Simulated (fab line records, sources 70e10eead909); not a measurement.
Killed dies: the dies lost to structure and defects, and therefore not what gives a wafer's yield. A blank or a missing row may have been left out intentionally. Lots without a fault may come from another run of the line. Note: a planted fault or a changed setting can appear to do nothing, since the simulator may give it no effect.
Which tool did it? / flow nand_harc / Sampling: 24 lots, 72 wafers, 3 of 1159 route steps

## WHAT THE GAUGES SHOWED, per wafer
NHARC_A_CHANNEL_FILL_D1_THK_MEAS_06: measures by ellipsometry.
lot=L075; measured=day 9 21:49; on=film_metro-02; thk_nm (nm)=5.2 5.0 5.4
lot=L074; measured=day 9 21:49; on=film_metro-01; thk_nm (nm)=5.0 4.7 5.5
lot=L076; measured=day 10 17:52; on=film_metro-02; thk_nm (nm)=5.3 4.7 5.0
lot=L077; measured=day 10 17:52; on=film_metro-01; thk_nm (nm)=3.7 3.9 3.5
lot=L079; measured=day 11 06:10; on=film_metro-01; thk_nm (nm)=6.5 5.0 4.2
lot=L078; measured=day 11 06:10; on=film_metro-02; thk_nm (nm)=4.6 5.0 3.5
lot=L080; measured=day 11 21:40; on=film_metro-02; thk_nm (nm)=4.1 3.9 4.0
lot=L081; measured=day 11 21:40; on=film_metro-01; thk_nm (nm)=4.4 6.4 5.4
lot=L084; measured=day 12 03:37; on=film_metro-02; thk_nm (nm)=5.8 5.3 3.3
lot=L082; measured=day 12 03:37; on=film_metro-01; thk_nm (nm)=4.4 5.5 5.7
lot=L083; measured=day 12 09:31; on=film_metro-01; thk_nm (nm)=5.6 5.5 5.7
lot=L087; measured=day 13 08:28; on=film_metro-01; thk_nm (nm)=5.1 4.9 6.0
lot=L086; measured=day 13 12:17; on=film_metro-01; thk_nm (nm)=4.3 4.8 5.6
lot=L085; measured=day 13 12:17; on=film_metro-02; thk_nm (nm)=4.0 5.0 5.3
lot=L088; measured=day 13 16:25; on=film_metro-02; thk_nm (nm)=5.0 4.7 4.6
lot=L089; measured=day 13 16:26; on=film_metro-02; thk_nm (nm)=5.2 5.9 5.3
lot=L092; measured=day 14 02:44; on=film_metro-02; thk_nm (nm)=7.0 7.2 5.2
lot=L090; measured=day 14 02:45; on=film_metro-02; thk_nm (nm)=5.3 4.4 6.0
lot=L091; measured=day 14 09:20; on=film_metro-01; thk_nm (nm)=5.0 3.7 4.3
lot=L093; measured=day 14 16:41; on=film_metro-02; thk_nm (nm)=4.6 3.4 6.3
lot=L094; measured=day 14 16:41; on=film_metro-01; thk_nm (nm)=5.7 4.9 4.6
lot=L095; measured=day 15 08:49; on=film_metro-02; thk_nm (nm)=4.3 6.7 4.2
lot=L096; measured=day 15 08:49; on=film_metro-01; thk_nm (nm)=4.5 5.8 4.9
lot=L097; measured=day 15 19:11; on=film_metro-02; thk_nm (nm)=3.1 5.3 5.7

## TOOL THAT RAN EACH LOT (tool first, then ch and the chambers of the sampled wafers, then the start)
lot=L075; NHARC_A_CHANNEL_HOLE_D1_XSEM_31=xsem-02 ch 0, day 8 09:49; NHARC_A_CHANNEL_FILL_D1_ETCHBACK_19=rie_si-04 ch 1,2,3, day 9 09:56
lot=L074; NHARC_A_CHANNEL_HOLE_D1_XSEM_31=xsem-01 ch 0, day 8 11:04; NHARC_A_CHANNEL_FILL_D1_ETCHBACK_19=rie_si-01 ch 1,2,3, day 9 09:56
lot=L076; NHARC_A_CHANNEL_HOLE_D1_XSEM_31=xsem-02 ch 0, day 9 00:46; NHARC_A_CHANNEL_FILL_D1_ETCHBACK_19=rie_si-02 ch 0,1,2, day 10 06:09
lot=L077; NHARC_A_CHANNEL_HOLE_D1_XSEM_31=xsem-01 ch 0, day 9 01:04; NHARC_A_CHANNEL_FILL_D1_ETCHBACK_19=rie_si-01 ch 0,3, day 10 06:10
lot=L079; NHARC_A_CHANNEL_HOLE_D1_XSEM_31=xsem-02 ch 0, day 9 14:01; NHARC_A_CHANNEL_FILL_D1_ETCHBACK_19=rie_si-02 ch 0,1,3, day 10 18:14
lot=L078; NHARC_A_CHANNEL_HOLE_D1_XSEM_31=xsem-01 ch 0, day 9 14:34; NHARC_A_CHANNEL_FILL_D1_ETCHBACK_19=rie_si-01 ch 1,3, day 10 18:14
lot=L080; NHARC_A_CHANNEL_HOLE_D1_XSEM_31=xsem-02 ch 0, day 10 07:17; NHARC_A_CHANNEL_FILL_D1_ETCHBACK_19=rie_si-04 ch 1,2,3, day 11 09:45
lot=L081; NHARC_A_CHANNEL_HOLE_D1_XSEM_31=xsem-01 ch 0, day 10 07:44; NHARC_A_CHANNEL_FILL_D1_ETCHBACK_19=rie_si-01 ch 0,2, day 11 09:45
lot=L084; NHARC_A_CHANNEL_HOLE_D1_XSEM_31=xsem-02 ch 0, day 10 14:52; NHARC_A_CHANNEL_FILL_D1_ETCHBACK_19=rie_si-04 ch 0,3, day 11 15:42
lot=L082; NHARC_A_CHANNEL_HOLE_D1_XSEM_31=xsem-01 ch 0, day 10 15:19; NHARC_A_CHANNEL_FILL_D1_ETCHBACK_19=rie_si-01 ch 1,2,3, day 11 15:43
lot=L083; NHARC_A_CHANNEL_HOLE_D1_XSEM_31=xsem-02 ch 0, day 10 19:01; NHARC_A_CHANNEL_FILL_D1_ETCHBACK_19=rie_si-04 ch 1,2,3, day 11 21:35
lot=L087; NHARC_A_CHANNEL_HOLE_D1_XSEM_31=xsem-01 ch 0, day 11 19:09; NHARC_A_CHANNEL_FILL_D1_ETCHBACK_19=rie_si-01 ch 0,3, day 12 20:34
lot=L086; NHARC_A_CHANNEL_HOLE_D1_XSEM_31=xsem-02 ch 0, day 11 23:50; NHARC_A_CHANNEL_FILL_D1_ETCHBACK_19=rie_si-01 ch 0,1,2, day 13 00:09
lot=L085; NHARC_A_CHANNEL_HOLE_D1_XSEM_31=xsem-01 ch 0, day 12 00:02; NHARC_A_CHANNEL_FILL_D1_ETCHBACK_19=rie_si-04 ch 1,2,3, day 13 00:10
lot=L088; NHARC_A_CHANNEL_HOLE_D1_XSEM_31=xsem-02 ch 0, day 12 04:01; NHARC_A_CHANNEL_FILL_D1_ETCHBACK_19=rie_si-04 ch 0,1,3, day 13 04:14
lot=L089; NHARC_A_CHANNEL_HOLE_D1_XSEM_31=xsem-01 ch 0, day 12 04:23; NHARC_A_CHANNEL_FILL_D1_ETCHBACK_19=rie_si-01 ch 0,1,2, day 13 04:13
lot=L092; NHARC_A_CHANNEL_HOLE_D1_XSEM_31=xsem-02 ch 0, day 12 13:05; NHARC_A_CHANNEL_FILL_D1_ETCHBACK_19=rie_si-02 ch 0,1,2, day 13 14:51
lot=L090; NHARC_A_CHANNEL_HOLE_D1_XSEM_31=xsem-01 ch 0, day 12 14:43; NHARC_A_CHANNEL_FILL_D1_ETCHBACK_19=rie_si-04 ch 1,2,3, day 13 14:51
lot=L091; NHARC_A_CHANNEL_HOLE_D1_XSEM_31=xsem-02 ch 0, day 12 17:52; NHARC_A_CHANNEL_FILL_D1_ETCHBACK_19=rie_si-04 ch 1,2, day 13 21:13
lot=L093; NHARC_A_CHANNEL_HOLE_D1_XSEM_31=xsem-01 ch 0, day 13 04:14; NHARC_A_CHANNEL_FILL_D1_ETCHBACK_19=rie_si-02 ch 0,1, day 14 04:25
lot=L094; NHARC_A_CHANNEL_HOLE_D1_XSEM_31=xsem-02 ch 0, day 13 04:23; NHARC_A_CHANNEL_FILL_D1_ETCHBACK_19=rie_si-04 ch 0,3, day 14 04:26
lot=L095; NHARC_A_CHANNEL_HOLE_D1_XSEM_31=xsem-01 ch 0, day 13 20:07; NHARC_A_CHANNEL_FILL_D1_ETCHBACK_19=rie_si-04 ch 2,3, day 14 20:44
lot=L096; NHARC_A_CHANNEL_HOLE_D1_XSEM_31=xsem-01 ch 0, day 13 21:32; NHARC_A_CHANNEL_FILL_D1_ETCHBACK_19=rie_si-01 ch 0,2,3, day 14 20:45
lot=L097; NHARC_A_CHANNEL_HOLE_D1_XSEM_31=xsem-01 ch 0, day 14 03:37; NHARC_A_CHANNEL_FILL_D1_ETCHBACK_19=rie_si-01 ch 1,2,3, day 15 03:58
- NHARC_A_CHANNEL_HOLE_D1_XSEM_31
- NHARC_A_CHANNEL_FILL_D1_ETCHBACK_19: etches the open film in HBr/Cl2, target depth 5 nm, time 1.7 s.

## WHAT THE TOOLS THEMSELVES READ (means of the sampled wafers that have a number; where no wafer has one, the mark that the record gives instead)
NHARC_A_CHANNEL_HOLE_D1_XSEM_31.
lot=L075; tool=xsem-02; bot_cd_nm (nm)=74.3; bow_nm (nm)=8.58; tilt_deg (degrees)=0.13
lot=L074; tool=xsem-01; bot_cd_nm (nm)=78.7; bow_nm (nm)=8.26; tilt_deg (degrees)=0.07
lot=L076; tool=xsem-02; bot_cd_nm (nm)=75.2; bow_nm (nm)=8.38; tilt_deg (degrees)=0.06
lot=L077; tool=xsem-01; bot_cd_nm (nm)=74.8; bow_nm (nm)=8.76; tilt_deg (degrees)=0.17
lot=L079; tool=xsem-02; bot_cd_nm (nm)=73.2; bow_nm (nm)=8.39; tilt_deg (degrees)=0.03
lot=L078; tool=xsem-01; bot_cd_nm (nm)=74.7; bow_nm (nm)=8.64; tilt_deg (degrees)=0.05
lot=L080; tool=xsem-02; bot_cd_nm (nm)=75.5; bow_nm (nm)=8.59; tilt_deg (degrees)=0.04
lot=L081; tool=xsem-01; bot_cd_nm (nm)=74.2; bow_nm (nm)=8.24; tilt_deg (degrees)=0.08
lot=L084; tool=xsem-02; bot_cd_nm (nm)=73.4; bow_nm (nm)=8.77; tilt_deg (degrees)=0.16
lot=L082; tool=xsem-01; bot_cd_nm (nm)=77.0; bow_nm (nm)=8.58; tilt_deg (degrees)=0.09
lot=L083; tool=xsem-02; bot_cd_nm (nm)=74.9; bow_nm (nm)=8.22; tilt_deg (degrees)=0.06
lot=L087; tool=xsem-01; bot_cd_nm (nm)=73.4; bow_nm (nm)=8.41; tilt_deg (degrees)=0.07
lot=L086; tool=xsem-02; bot_cd_nm (nm)=74.9; bow_nm (nm)=8.29; tilt_deg (degrees)=0.00
lot=L085; tool=xsem-01; bot_cd_nm (nm)=74.4; bow_nm (nm)=8.50; tilt_deg (degrees)=0.07
lot=L088; tool=xsem-02; bot_cd_nm (nm)=73.1; bow_nm (nm)=8.61; tilt_deg (degrees)=0.05
lot=L089; tool=xsem-01; bot_cd_nm (nm)=80.0; bow_nm (nm)=8.25; tilt_deg (degrees)=0.18
lot=L092; tool=xsem-02; bot_cd_nm (nm)=76.0; bow_nm (nm)=8.62; tilt_deg (degrees)=0.10
lot=L090; tool=xsem-01; bot_cd_nm (nm)=73.9; bow_nm (nm)=8.86; tilt_deg (degrees)=0.03
lot=L091; tool=xsem-02; bot_cd_nm (nm)=74.2; bow_nm (nm)=8.79; tilt_deg (degrees)=0.02
lot=L093; tool=xsem-01; bot_cd_nm (nm)=74.3; bow_nm (nm)=8.63; tilt_deg (degrees)=0.04
lot=L094; tool=xsem-02; bot_cd_nm (nm)=77.8; bow_nm (nm)=8.84; tilt_deg (degrees)=0.08
lot=L095; tool=xsem-01; bot_cd_nm (nm)=76.2; bow_nm (nm)=8.80; tilt_deg (degrees)=0.11
lot=L096; tool=xsem-01; bot_cd_nm (nm)=75.6; bow_nm (nm)=8.75; tilt_deg (degrees)=0.11
lot=L097; tool=xsem-01; bot_cd_nm (nm)=76.2; bow_nm (nm)=8.66; tilt_deg (degrees)=0.07

NHARC_A_CHANNEL_FILL_D1_ETCHBACK_19.
lot=L075; tool=rie_si-04; drypump_motor_current_A (A)=5.4; oes_product_au (a.u.)=1.008; throttle_valve_pct (%)=26.394
lot=L074; tool=rie_si-01; drypump_motor_current_A (A)=5.8; oes_product_au (a.u.)=1.004; throttle_valve_pct (%)=26.398
lot=L076; tool=rie_si-02; drypump_motor_current_A (A)=5.8; oes_product_au (a.u.)=0.997; throttle_valve_pct (%)=26.406
lot=L077; tool=rie_si-01; drypump_motor_current_A (A)=6.2; oes_product_au (a.u.)=1.002; throttle_valve_pct (%)=26.398
lot=L079; tool=rie_si-02; drypump_motor_current_A (A)=5.8; oes_product_au (a.u.)=0.998; throttle_valve_pct (%)=26.398
lot=L078; tool=rie_si-01; drypump_motor_current_A (A)=6.0; oes_product_au (a.u.)=0.998; throttle_valve_pct (%)=26.399
lot=L080; tool=rie_si-04; drypump_motor_current_A (A)=5.4; oes_product_au (a.u.)=1.002; throttle_valve_pct (%)=26.409
lot=L081; tool=rie_si-01; drypump_motor_current_A (A)=5.3; oes_product_au (a.u.)=0.987; throttle_valve_pct (%)=26.403
lot=L084; tool=rie_si-04; drypump_motor_current_A (A)=5.6; oes_product_au (a.u.)=0.997; throttle_valve_pct (%)=26.409
lot=L082; tool=rie_si-01; drypump_motor_current_A (A)=5.8; oes_product_au (a.u.)=0.997; throttle_valve_pct (%)=26.400
lot=L083; tool=rie_si-04; drypump_motor_current_A (A)=5.4; oes_product_au (a.u.)=1.007; throttle_valve_pct (%)=26.408
lot=L087; tool=rie_si-01; drypump_motor_current_A (A)=6.2; oes_product_au (a.u.)=1.000; throttle_valve_pct (%)=26.414
lot=L086; tool=rie_si-01; drypump_motor_current_A (A)=5.5; oes_product_au (a.u.)=1.004; throttle_valve_pct (%)=26.403
lot=L085; tool=rie_si-04; drypump_motor_current_A (A)=5.4; oes_product_au (a.u.)=1.013; throttle_valve_pct (%)=26.403
lot=L088; tool=rie_si-04; drypump_motor_current_A (A)=5.6; oes_product_au (a.u.)=0.997; throttle_valve_pct (%)=26.400
lot=L089; tool=rie_si-01; drypump_motor_current_A (A)=5.5; oes_product_au (a.u.)=1.004; throttle_valve_pct (%)=26.405
lot=L092; tool=rie_si-02; drypump_motor_current_A (A)=5.8; oes_product_au (a.u.)=0.993; throttle_valve_pct (%)=26.413
lot=L090; tool=rie_si-04; drypump_motor_current_A (A)=5.4; oes_product_au (a.u.)=1.009; throttle_valve_pct (%)=26.409
lot=L091; tool=rie_si-04; drypump_motor_current_A (A)=5.2; oes_product_au (a.u.)=1.018; throttle_valve_pct (%)=26.399
lot=L093; tool=rie_si-02; drypump_motor_current_A (A)=5.8; oes_product_au (a.u.)=0.985; throttle_valve_pct (%)=26.412
lot=L094; tool=rie_si-04; drypump_motor_current_A (A)=5.5; oes_product_au (a.u.)=0.999; throttle_valve_pct (%)=26.414
lot=L095; tool=rie_si-04; drypump_motor_current_A (A)=5.1; oes_product_au (a.u.)=1.012; throttle_valve_pct (%)=26.400
lot=L096; tool=rie_si-01; drypump_motor_current_A (A)=5.7; oes_product_au (a.u.)=0.996; throttle_valve_pct (%)=26.396
lot=L097; tool=rie_si-01; drypump_motor_current_A (A)=5.8; oes_product_au (a.u.)=0.997; throttle_valve_pct (%)=26.403

## THE ANSWER, worked out from the rows above alone
Rule: usual is defined by the lots themselves. Put in order of their means at a reading, lots are off if they are a third of the lots or fewer, leave a main group of 4 or more, and stand apart from it by a gap of 3 or more times the standard deviation of the main group's means; of several such gaps the widest counts. Not used: any main group whose means are identical at the precision the tables above print for the reading. Also off: a lot with no number at a reading for which 4 or more lots have one. The other lots that the step has rows for count as sound. After the gauges, taken in route order, come the tools' own readings; for these a lot's mean is taken, as printed above. The first step at which some lot is off is used, and at that step the reading that is off furthest; a lot without a number counts as furthest.
No lot is off at any reading shown: from this, nothing can be told.

## WHAT WAS PUT IN BY THE SIMULATOR
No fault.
